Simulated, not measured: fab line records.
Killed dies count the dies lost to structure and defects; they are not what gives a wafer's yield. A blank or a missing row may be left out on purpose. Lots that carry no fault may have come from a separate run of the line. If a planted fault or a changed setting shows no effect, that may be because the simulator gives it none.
Which tool is to blame? :: flow nand-harc :: 12 lots, 36 wafers sampled, at 3 steps of a route of 1302

## WHAT EACH GAUGE READ, for each wafer
NHARC_P_GATE_INSPECT_28.
lot: L075
measured: day 5 14:37
on: defect-inspect-01
raw-defect-count: 9 8 7

lot: L077
measured: day 6 06:32
on: defect-inspect-01
raw-defect-count: 10 4 7

lot: L079
measured: day 7 07:26
on: defect-inspect-02
raw-defect-count: 6 6 4

lot: L081
measured: day 7 17:34
on: defect-inspect-02
raw-defect-count: 11 8 9

lot: L083
measured: day 8 14:19
on: defect-inspect-02
raw-defect-count: 8 5 3

lot: L085
measured: day 9 21:02
on: defect-inspect-02
raw-defect-count: 2 7 11

lot: L087
measured: day 11 04:25
on: defect-inspect-01
raw-defect-count: 9 8 3

lot: L089
measured: day 11 03:47
on: defect-inspect-02
raw-defect-count: 3 4 10

lot: L091
measured: day 12 05:12
on: defect-inspect-02
raw-defect-count: 6 6 3

lot: L093
measured: day 13 02:35
on: defect-inspect-02
raw-defect-count: 11 9 8

lot: L095
measured: day 13 14:27
on: defect-inspect-02
raw-defect-count: 8 3 9

lot: L097
measured: day 14 17:21
on: defect-inspect-02
raw-defect-count: 0 7 8

## WHAT TOOL EACH LOT RAN ON (gives the tool, then ch and the chambers of the sampled wafers, and finally the start)
lot: L075
NHARC_P_STI_CMP_21: cmp-02 ch 0,2,3, day 4 04:31
NHARC_P_GATE_HM_DEP_102: acl-dep-01 ch 0, day 5 13:02

lot: L077
NHARC_P_STI_CMP_21: cmp-04 ch 1,2,3, day 4 23:10
NHARC_P_GATE_HM_DEP_102: acl-dep-01 ch 0, day 6 05:04

lot: L079
NHARC_P_STI_CMP_21: cmp-04 ch 1,2, day 6 00:16
NHARC_P_GATE_HM_DEP_102: acl-dep-02 ch 0, day 7 05:58

lot: L081
NHARC_P_STI_CMP_21: cmp-04 ch 1,3, day 6 11:04
NHARC_P_GATE_HM_DEP_102: acl-dep-03 ch 0, day 7 16:20

lot: L083
NHARC_P_STI_CMP_21: cmp-03 ch 0,1,2, day 7 08:47
NHARC_P_GATE_HM_DEP_102: acl-dep-02 ch 0, day 8 12:51

lot: L085
NHARC_P_STI_CMP_21: cmp-04 ch 1,2, day 8 12:58
NHARC_P_GATE_HM_DEP_102: acl-dep-01 ch 0, day 9 19:40

lot: L087
NHARC_P_STI_CMP_21: cmp-03 ch 0,2,3, day 9 17:52
NHARC_P_GATE_HM_DEP_102: acl-dep-03 ch 0, day 11 02:57

lot: L089
NHARC_P_STI_CMP_21: cmp-03 ch 2,3, day 9 18:08
NHARC_P_GATE_HM_DEP_102: acl-dep-02 ch 0, day 11 02:26

lot: L091
NHARC_P_STI_CMP_21: cmp-04 ch 1,2,3, day 10 21:25
NHARC_P_GATE_HM_DEP_102: acl-dep-01 ch 0, day 12 03:44

lot: L093
NHARC_P_STI_CMP_21: cmp-03 ch 0,1,3, day 11 18:34
NHARC_P_GATE_HM_DEP_102: acl-dep-02 ch 0, day 13 01:13

lot: L095
NHARC_P_STI_CMP_21: cmp-02 ch 1,2,3, day 12 06:01
NHARC_P_GATE_HM_DEP_102: acl-dep-02 ch 0, day 13 13:00

lot: L097
NHARC_P_STI_CMP_21: cmp-02 ch 0,2, day 13 04:08
NHARC_P_GATE_HM_DEP_102: acl-dep-01 ch 0, day 14 16:01
- NHARC_P_STI_CMP_21: polishes, t overpolish 20 s, target thk 380.67 nm.
- NHARC_P_GATE_HM_DEP_102: deposits aC, target thk 120 nm.

## THE ANSWER, worked out from the rows above alone
Rule: the lots themselves supply what counts as usual. The widest of any qualifying gaps counts: lots, ordered by their means at a reading, are off when they make up no more than a third of the lots, leave a main group of 4 or more, and stand apart from it by 3 or more times the standard deviation of that group's means. Not used: any main group whose means are identical at the precision the tables above print for the reading. A lot without any number at a reading at which 4 lots or more have one is off too. All remaining lots with rows at the step are treated as sound.
None of the lots is off at any reading shown; this tells nothing.

## WHAT THE SIMULATOR PUT IN
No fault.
